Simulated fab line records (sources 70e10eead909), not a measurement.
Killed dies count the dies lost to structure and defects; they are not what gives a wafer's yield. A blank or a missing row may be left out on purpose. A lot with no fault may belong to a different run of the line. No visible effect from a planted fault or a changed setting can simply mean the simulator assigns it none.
Problem report in the 8D (eight disciplines) form, filled by code / flow nand-harc / the parts of the form that need people (team, actions taken, sign-off) are left out

== 1. WHAT IS WRONG ==
A mean of 30.1 s is read at NHARC_A_WL_FILL_ETCHBACK_26 for run-length-s, taken on 1 wafer of 1 lot, against 34.5 s (standard deviation 0.4) on wafers free of any fault. Relative to the usual mean, that is a shift of -11 standard deviations.
The step: etches the open film in HBr, target depth 52 nm, time 13.3 s.
First observed at day 18 21:25: wafer L511.3, on rie-si-04. The record holds 33 wafers of 11 lots with a number at this step. By rule, "out" or "out of limits" means more than 4 standard deviations away from the usual mean. All remaining wafers that have a number are taken as sound.

== 2. WHAT IT IS AND WHAT IT IS NOT ==
question=which readings at this step | is=run-length-s | is not=drypump-motor-current-A, hbr-flow-sccm, oes-product-au, throttle-valve-pct
question=which lots | is=L511 | is not=L499, L500, L501, L502, L516, L517, L518, L520, L521, L522
question=which wafers of those lots | is=L511.3 | is not=L511.1, L511.4
question=read on which tools | is=rie-si-04 | is not=rie-si-02, rie-si-03
question=when | is=from day 18 21:25 | is not=up to then (14 sound wafers); but 18 sound wafers of L516, L517, L518, L520, L521, L522 came after

== 3. WHAT RULES OUT EACH SUSPECT ==
Counting: any tool at a process step up to the reading remains a suspect provided it ran every lot that is out. Sound lots after the first of them don't rule it out here, since some wafers of a struck lot are sound.
- rie-diel-09 at NHARC_A_SLIT_ETCH_29 (etches the open film in CF4/O2, target depth 100 nm, overetch 10 nm, time 55 s): kept. It ran the lot that is out, L511 (day 17 12:20); its last sound lot up to then is L502 (day 14 23:01).
- rie-diel-01 at NHARC_A_WL_FILL_STRIP_29 (strips in O2, time 20 s): kept. It ran the lot that is out, L511 (day 18 15:56).
- rie-si-04 at NHARC_A_WL_FILL_ETCHBACK_26 (etches the open film in HBr, target depth 52 nm, time 13.3 s): kept. It ran the lot that is out, L511 (day 18 21:25); its last sound lot up to then is L502 (day 16 07:30). On those wafers its own readings are out: run-length-s.
- In rie-diel-09 at NHARC_A_SLIT_ETCH_29, the wafers that are out were processed in chamber 0 and their sound lot-mates in chambers 2, 3.
- In rie-diel-01 at NHARC_A_WL_FILL_STRIP_29, the wafers that are out were processed in chamber 2 and their sound lot-mates in chambers 0, 1.
- In rie-si-04 at NHARC_A_WL_FILL_ETCHBACK_26, the wafers that are out were processed in chamber 0 and their sound lot-mates in chambers 1, 3.
rie-diel-09 at NHARC_A_SLIT_ETCH_29, rie-diel-01 at NHARC_A_WL_FILL_STRIP_29 and rie-si-04 at NHARC_A_WL_FILL_ETCHBACK_26 are what is left after counting.

== 4. THE CAUSE (what the simulator had put in) ==
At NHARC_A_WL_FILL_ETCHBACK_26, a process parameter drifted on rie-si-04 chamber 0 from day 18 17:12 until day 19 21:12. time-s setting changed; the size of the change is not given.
Counting left 3 suspects, and this tool is among them.

== 5. THE CHAIN OF EFFECTS, in route order ==
Each row: a reading where the mean over the struck wafers with a number is more than 3 standard deviations away from the usual. Scope: only readings with a usual standard deviation given in the record; hours: median across lots of the time from each lot's start at the first step in this table that gives one to its start at this step; sigmas: change in usual standard deviations.
hours=0; step=NHARC_A_WL_FILL_ETCHBACK_26; reading=run-length-s; usual=34.5 s; on struck wafers=30.1; change=-4.4; sigmas=-11
Process steps it contains:
- NHARC_A_WL_FILL_ETCHBACK_26: etches the open film in HBr, target depth 52 nm, time 13.3 s.

== 6. WHAT WOULD HAVE CAUGHT IT SOONER ==
In this record the first reading out of limits was taken at day 18 21:25, 4 hours after the fault began at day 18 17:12.
